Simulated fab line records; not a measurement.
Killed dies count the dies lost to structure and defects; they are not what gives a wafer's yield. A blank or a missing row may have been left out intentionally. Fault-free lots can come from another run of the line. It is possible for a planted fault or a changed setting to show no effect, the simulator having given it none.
fab line records	flow nand_harc
[record] lots = 6	wafers = 18	last_day = 25
route steps=1159 shown THIN_TSV@1135
lots that met no fault: taken from a fault-free run of the same line
start_h: start of the lot's first displayed wafer, in hours after the record's first day	wait_h: time in hours since the lot's previous step	" same as the row above	L1.1+2: one row covering several wafers at once	- no value present, or no start provided	* or withheld: withheld	< > ~ a bound
route shown NAME@n: names a module that has steps shown in the file, with the first one's number in the route	usual: the fault-free wafers' mean and standard deviation	same: alike in all rows	chamber/n: place in a boat	sites: readings site by site	_std_site: standard deviation of those values	_edge_site: inner sites' mean taken away from outer sites' mean	radius_mm: for every site, how far away it sits from the centre of the wafer	mask NAME#n: copy n	behind: the most recent tool/chamber to have shaped the wafer	hold: cause of the lot's hold/its duration in hours/its outcome	device: whichever transistor did not switch (one of n, p or np)	end of line: tests of these same wafers at the route's end	a step given without rows: its recipe and nothing more	killed: dies lost to structure and defects at the first sort, not the wafer's yield	map: shows each die of a wafer: x if killed, . if not, _ if none is there
set.NAME: the setting as run; set.NAME@STEP: as run at that earlier step	model.NAME: the simulator's own value behind a step, which no gauge read
a table for each step, a row for each wafer; lots at some steps of the route
services: from which hour (start_h, from the record's first day; less than 0 if before it) a tool's chamber was out of use, for how many hours, and why
[[steps]]
[step NHARC_THIN_TSV_SRD_23]
[step NHARC_THIN_TSV_DEGAS_53]
[recipe] temp_c = 300	time_s = 60
[usual] heater_power_w = 476/33
lot.wafer	tool	chamber	start_h	wait_h	heater_power_w
L126.4	pvd_sputter-01	-	444.43	0.1	540
L126.1	"	-	"	"	481
L126.6	"	-	"	"	437
L134.1	pvd_sputter-01	-	488.41	0.1	467
L134.6	"	-	"	"	519
L134.5	"	-	"	"	460
L139.2	pvd_sputter-02	-	526.02	0.1	477
L139.3	"	-	"	"	526
L139.4	"	-	"	"	492
L141.3	pvd_sputter-03	-	527.00	0.1	469
L141.1	"	-	"	"	485
L141.4	"	-	"	"	481
L146.3	pvd_sputter-01	-	548.20	0.1	477
L146.6	"	-	"	"	486
L146.5	"	-	"	"	422
L147.1	pvd_sputter-03	-	582.16	0.1	466
L147.5	"	-	"	"	493
L147.6	"	-	"	"	480
[step NHARC_THIN_TSV_PRE_CLEAN_54]
[recipe] time_s = 30	temp_c = 280	gas = H2/He
[usual] heater_power_w = 420/29
lot.wafer	tool	chamber	start_h	wait_h	heater_power_w
L126.4	pvd_sputter-01	-	444.49	0.1	451
L126.1	"	-	"	"	371
L126.6	"	-	"	"	467
L134.1	pvd_sputter-01	-	488.48	0.1	404
L134.5	"	-	"	"	413
L134.6	"	-	"	"	391
L139.4	pvd_sputter-02	-	526.11	0.0	426
L139.2	"	-	"	"	453
L139.3	"	-	"	"	381
L141.3	pvd_sputter-03	-	527.08	0.1	425
L141.4	"	-	"	"	415
L141.1	"	-	"	"	433
L146.3	pvd_sputter-01	-	548.27	0.1	366
L146.6	"	-	"	"	449
L146.5	"	-	"	"	422
L147.1	pvd_sputter-03	-	582.25	0.1	415
L147.6	"	-	"	"	392
L147.5	"	-	"	"	408
[step NHARC_THIN_TSV_PVD_55]
[recipe] target_thk_a = 500	material = TiN
[step NHARC_THIN_TSV_PVD_24]
[recipe] target_thk_a = 8000	power_w = withheld	chamber_pressure_pa = withheld	substrate_temp_c = withheld	time_s = withheld	gas = Ar	material = Al
[step NHARC_THIN_TSV_DEHYDRATE_25]
[recipe] temp_c = 150	time_s = 120
[step NHARC_THIN_TSV_HMDS_26]
[recipe] time_s = 30
[step NHARC_THIN_TSV_COAT_27]
[recipe] spin_rpm = *
[step NHARC_THIN_TSV_SOFTBAKE_28]
[recipe] temp_c = 122	time_s = 95
[step NHARC_THIN_TSV_EBR_29]
[step NHARC_THIN_TSV_EXPOSE_30]
[recipe] na = 0.55	dose_mj = 11.47	mask_id = PAD
[step NHARC_THIN_TSV_PEB_31]
[recipe] peb_temp_c = 118	peb_time_s = 85
[step NHARC_THIN_TSV_DEVELOP_32]
[recipe] time_s = 70
[usual] chill_plate_temp_C = 23.01/0.11	exhaust_pa = 45.0/0.91
lot.wafer	tool	chamber	start_h	wait_h	chill_plate_temp_C	exhaust_pa
L126.1	litho_track-03	0	445	-	23.01	44.4
L126.4	"	0	"	"	22.99	45.7
L126.6	"	0	"	"	23.06	45.1
L134.1	litho_track-07	0	489	-	23.16	44.0
L134.5	"	0	"	"	23.01	43.5
L134.6	"	0	"	"	22.99	43.2
L139.2	litho_track-03	-	527	-	-	-
L139.3	"	-	"	"	-	-
L139.4	"	-	"	"	-	-
L141.1	litho_track-03	-	528	-	-	-
L141.3	"	-	"	"	-	-
L141.4	"	-	"	"	-	-
L146.3	litho_track-07	0	549	-	23.11	45.7
L146.5	"	0	"	"	23.08	44.9
L146.6	"	0	"	"	23.11	45.0
L147.1	litho_track-02	0	583	-	23.20	43.2
L147.5	"	0	"	"	23.12	43.6
L147.6	"	0	"	"	23.15	44.2
[[services]]
tool	chamber	start_h	hours	kind
pvd_sputter-01	-	438.65	3.7	repair
pvd_sputter-03	-	458.09	10.0	pm
pvd_sputter-01	-	514.00	10.0	pm
litho_track-02	-	515.00	7.0	pm
litho_track-07	-	539.00	7.0	pm
litho_track-03	-	563.00	7.0	pm
pvd_sputter-02	-	570.04	10.0	pm
[[key]]
[first_sign] step = NHARC_THIN_TSV_DEVELOP_32	reading = tool_record	direction = missing
effect none on later readings
met_at NHARC_THIN_TSV_DEVELOP_32
struck_wafers L139.2,L139.3,L139.4,L141.1,L141.3,L141.4
later_rows_left_out L139.2,L139.3,L139.4,L141.1,L141.3,L141.4
sort_left_out L139.2,L139.3,L139.4,L141.1,L141.3,L141.4
onset_between 445 527
[fault] kind = skipped_step_whole	tool = litho_track-03	chamber = -	onset_h = 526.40	steps = NHARC_THIN_TSV_DEVELOP_32	scope = struck_lots_only
// sort_left_out: the simulated sort isn't trusted on such a fault, so these wafers' sort isn't shown, and their yield isn't known
// later_rows_left_out: the simulator's readings of these wafers behind a module that went badly wrong aren't trusted and aren't shown, but for the sort
